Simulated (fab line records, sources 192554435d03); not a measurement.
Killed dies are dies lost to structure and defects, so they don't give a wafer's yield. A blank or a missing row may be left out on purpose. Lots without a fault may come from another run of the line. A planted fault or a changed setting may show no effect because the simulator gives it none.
Which tool did it? | flow n5_finfet | 10 lots, 30 wafers sampled, at 6 steps of a route of 1938

WHAT THE GAUGES READ, wafer by wafer
N5_STI_FIN_REVEAL_CD_MEAS_22: target cd 6.238 nm, pitch 28 nm.
lot  | measured    | on        | cd_nm (nm)
L657 | day 2 11:27 | cd_sem-03 | 6.5 6.1 6.5
L659 | day 3 01:21 | cd_sem-01 | 5.9 6.2 5.6
L662 | day 3 18:31 | cd_sem-03 | 6.7 5.9 6.4
L663 | day 4 03:12 | cd_sem-03 | 6.1 6.0 6.3
L668 | day 5 09:08 | cd_sem-01 | 6.2 6.9 6.4
L670 | day 5 17:25 | cd_sem-01 | 6.2 6.4 6.1
L671 | day 5 23:44 | cd_sem-02 | 6.5 6.3 6.6
L672 | day 6 06:25 | cd_sem-02 | 6.4 6.8 6.4
L673 | day 6 12:43 | cd_sem-02 | 6.4 6.3 6.6
L677 | day 7 12:44 | cd_sem-02 | 6.2 6.4 6.1

N5_STI_FIN_REVEAL_FIN_H_MEAS_10.
lot  | measured    | on     | trench_depth_nm (nm)
L657 | day 2 11:29 | ocd-01 | 51.2 52.0 51.3
L659 | day 3 01:23 | ocd-02 | 51.2 52.9 53.8
L662 | day 3 18:33 | ocd-02 | 50.9 51.7 51.9
L663 | day 4 03:14 | ocd-02 | 51.9 52.5 51.4
L668 | day 5 09:53 | ocd-01 | 50.7 51.0 51.3
L670 | day 5 17:28 | ocd-01 | 51.6 51.7 52.2
L671 | day 5 23:46 | ocd-01 | 52.8 52.4 72.3
L672 | day 6 06:27 | ocd-02 | 51.4 52.1 52.1
L673 | day 6 12:44 | ocd-01 | 70.8 51.1 71.4
L677 | day 7 12:46 | ocd-02 | 52.2 51.6 52.3

N5_BEOL_M4_RC_MEAS_101.
lot  | measured     | on        | DIBL_N (mV/V)  | DIBL_P (mV/V) | IOFF_N (nA/um) | IOFF_P (nA/um) | ION_N (uA/um) | ION_P (uA/um) | SS_N (mV/dec)  | SS_P (mV/dec)  | VT_N (mV)   | VT_P (mV)
L657 | day 10 20:59 | prober-02 | 35.1 39.1 37.9 | 34 39 37      | 0.13 0.20 0.18 | 0.21 0.28 0.25 | 659 675 673   | 461 466 465   | 70.7 72.3 71.7 | 72.9 73.6 73.7 | 250 248 248 | -249 -246 -245
L659 | day 12 02:29 | prober-01 | 36.3 33.2 36.7 | 33 30 35      | 0.14 0.10 0.14 | 0.18 0.15 0.21 | 650 672 682   | 449 459 470   | 71.9 71.6 72.0 | 72.9 72.3 73.0 | 254 255 253 | -250 -253 -250
L662 | day 13 01:20 | prober-02 | 37.0 38.4 36.7 | 38 39 37      | 0.19 0.20 0.19 | 0.25 0.25 0.23 | 671 679 683   | 455 465 464   | 72.0 72.7 72.6 | 73.9 74.4 73.6 | 246 249 250 | -247 -249 -249
L663 | day 12 13:42 | prober-02 | 35.9 31.9 35.3 | 36 31 34      | 0.16 0.10 0.16 | 0.18 0.13 0.17 | 671 663 670   | 449 451 453   | 71.5 69.7 70.8 | 74.0 72.0 72.7 | 248 252 246 | -250 -256 -255
L668 | day 14 05:34 | prober-02 | 35.8 35.1 37.7 | 34 34 37      | 0.12 0.13 0.16 | 0.21 0.20 0.25 | 652 662 675   | 457 464 465   | 71.0 71.3 71.9 | 73.4 71.6 73.4 | 254 251 251 | -251 -249 -247
L670 | day 15 08:49 | prober-02 | 37.5 32.3 33.1 | 37 30 31      | 0.18 0.11 0.11 | 0.23 0.14 0.15 | 666 656 658   | 457 448 453   | 72.6 70.9 71.1 | 73.9 71.3 72.1 | 248 255 252 | -250 -256 -254
L671 | day 15 11:49 | prober-02 | 36.9 38.7 39.8 | 34 37 37      | 0.16 0.19 0.22 | 0.20 0.24 0.24 | 689 693 688   | 470 472 465   | 70.9 71.8 71.8 | 72.9 74.2 73.6 | 249 243 243 | -247 -245 -247
L672 | day 15 08:42 | prober-01 | 35.5 37.7 33.9 | 36 38 34      | 0.15 0.20 0.13 | 0.18 0.22 0.16 | 672 686 667   | 457 463 457   | 72.1 71.2 70.4 | 72.9 74.2 72.4 | 249 244 248 | -253 -251 -255
L673 | day 14 17:44 | prober-01 | 31.4 37.2 36.4 | 30 36 35      | 0.09 0.19 0.16 | 0.13 0.20 0.19 | 645 672 668   | 446 462 458   | 69.8 71.5 71.4 | 72.4 73.5 73.7 | 255 247 250 | -258 -249 -254
L677 | day 15 22:50 | prober-02 | 37.6 39.2 36.5 | 38 41 37      | 0.17 0.21 0.15 | 0.20 0.28 0.20 | 673 674 675   | 458 466 462   | 71.3 72.2 71.2 | 73.8 75.1 73.9 | 248 249 248 | -252 -249 -254

WHICH TOOL RAN EACH LOT (tool, then ch and the chambers of the sampled wafers, then the start)
lot  | N5_STI_FIN_REVEAL_ALD_14         | N5_STI_FIN_REVEAL_RECESS_09       | N5_STI_FIN_REVEAL_OXIDATION_31
L657 | ald_sin-01 ch 0,1,2, day 2 02:58 | vapor_etch-01 ch 0,1, day 2 08:47 | plasma_asher-01 ch 0,1, day 2 10:56
L659 | ald_sin-04 ch 1,2,3, day 2 16:23 | vapor_etch-02 ch 0,1, day 2 22:13 | plasma_asher-02 ch 0,1, day 3 00:41
L662 | ald_sin-01 ch 1,2, day 3 09:50   | vapor_etch-01 ch 0,1, day 3 16:11 | plasma_asher-01 ch 0,1, day 3 17:50
L663 | ald_sin-04 ch 0,1,3, day 3 18:08 | vapor_etch-02 ch 0,1, day 4 00:29 | plasma_asher-02 ch 0,1, day 4 02:38
L668 | ald_sin-01 ch 0,1,3, day 5 00:32 | vapor_etch-01 ch 0,1, day 5 06:28 | plasma_asher-01 ch 0,1, day 5 08:37
L670 | ald_sin-01 ch 1,2, day 5 08:49   | vapor_etch-02 ch 0,1, day 5 14:43 | plasma_asher-02 ch 0,1, day 5 16:53
L671 | ald_sin-03 ch 1,2,3, day 5 15:02 | vapor_etch-02 ch 0,1, day 5 21:04 | plasma_asher-02 ch 0,1, day 5 23:13
L672 | ald_sin-04 ch 1,2,3, day 5 21:56 | vapor_etch-01 ch 0,1, day 6 03:45 | plasma_asher-01 ch 0,1, day 6 05:54
L673 | ald_sin-03 ch 1,2,3, day 6 03:35 | vapor_etch-02 ch 0,1, day 6 10:34 | plasma_asher-02 ch 0,1, day 6 12:13
L677 | ald_sin-01 ch 0,1,2, day 7 04:14 | vapor_etch-01 ch 0,1, day 7 10:04 | plasma_asher-01 ch 0,1, day 7 12:13
- N5_STI_FIN_REVEAL_ALD_14: deposits Si3N4, target thk 3 nm.
- N5_STI_FIN_REVEAL_RECESS_09: chemistry HF/NH3, target SiO2, afs cycles 11, target depth 42.5 nm, sublimation time 60 s.
- N5_STI_FIN_REVEAL_OXIDATION_31: chemistry O2 PLASMA REMOTE, time 20 s.

WHAT THE TOOLS THEMSELVES READ (means of the sampled wafers that have a number; where no wafer has one, the mark that the record gives instead)
N5_STI_FIN_REVEAL_ALD_14.
lot  | tool       | chamber_pressure_Torr (Torr) | heater_power_w (W)
L657 | ald_sin-01 | 1.998                        | 841
L659 | ald_sin-04 | 1.997                        | 886
L662 | ald_sin-01 | 2.000                        | 890
L663 | ald_sin-04 | 2.000                        | 888
L668 | ald_sin-01 | 1.999                        | 843
L670 | ald_sin-01 | 1.998                        | 882
L671 | ald_sin-03 | 2.001                        | 888
L672 | ald_sin-04 | 1.997                        | 874
L673 | ald_sin-03 | 1.999                        | 890
L677 | ald_sin-01 | 2.001                        | 839

N5_STI_FIN_REVEAL_RECESS_09.
lot  | tool          | drypump_motor_current_A (A)
L657 | vapor_etch-01 | 6.0
L659 | vapor_etch-02 | 5.7
L662 | vapor_etch-01 | 6.0
L663 | vapor_etch-02 | 5.7
L668 | vapor_etch-01 | 5.4
L670 | vapor_etch-02 | 5.3
L671 | vapor_etch-02 | 5.3
L672 | vapor_etch-01 | 6.0
L673 | vapor_etch-02 | 5.7
L677 | vapor_etch-01 | 5.9

N5_STI_FIN_REVEAL_OXIDATION_31.
lot  | tool            | drypump_motor_current_A (A) | heater_power_w (W) | rf_fwd_power_W (W)
L657 | plasma_asher-01 | 6.1                         | 139                | 1981
L659 | plasma_asher-02 | 6.1                         | 124                | 1974
L662 | plasma_asher-01 | 6.3                         | 135                | 1980
L663 | plasma_asher-02 | 6.2                         | 125                | 1974
L668 | plasma_asher-01 | 6.3                         | 133                | 1973
L670 | plasma_asher-02 | 6.0                         | 126                | 1970
L671 | plasma_asher-02 | 6.1                         | 125                | 1980
L672 | plasma_asher-01 | 6.1                         | 139                | 1985
L673 | plasma_asher-02 | 6.0                         | 124                | 1974
L677 | plasma_asher-01 | 6.3                         | 136                | 1986

THE ANSWER, worked out from the rows above alone
Rule: what is usual is taken from the lots themselves. Put in order of their means at a reading, lots are off if they are a third of the lots or fewer, leave a main group of 4 or more, and stand apart from it by a gap of 3 or more times the standard deviation of the main group's means; of several such gaps the widest counts. A main group whose means are all the same, to the digits that the tables above print for the reading, isn't used. A lot without any number at a reading at which 4 lots or more have one is off too. The other lots that the step has rows for count as sound. The gauges are gone through in route order, then the tools' own readings, and for those a lot's mean is taken as printed above. The first step at which some lot is off is used, and at that step the reading that is off furthest; a lot without a number counts as furthest.
Off: L671, L673, at N5_STI_FIN_REVEAL_FIN_H_MEAS_10 (trench_depth_nm). The main group: mean 51.8 nm, standard deviation 0.45.
A tool fits if, at a process step before that reading, it ran every lot that is off, and no sound lot after the first of them. The gauges at N5_STI_FIN_REVEAL_FIN_H_MEAS_10 are tried like those tools. Can't be told from this: 4 tools fit, ald_sin-03 at N5_STI_FIN_REVEAL_ALD_14, vapor_etch-02 at N5_STI_FIN_REVEAL_RECESS_09, plasma_asher-02 at N5_STI_FIN_REVEAL_OXIDATION_31, ocd-01 at N5_STI_FIN_REVEAL_FIN_H_MEAS_10.

WHAT THE SIMULATOR HAD PUT IN
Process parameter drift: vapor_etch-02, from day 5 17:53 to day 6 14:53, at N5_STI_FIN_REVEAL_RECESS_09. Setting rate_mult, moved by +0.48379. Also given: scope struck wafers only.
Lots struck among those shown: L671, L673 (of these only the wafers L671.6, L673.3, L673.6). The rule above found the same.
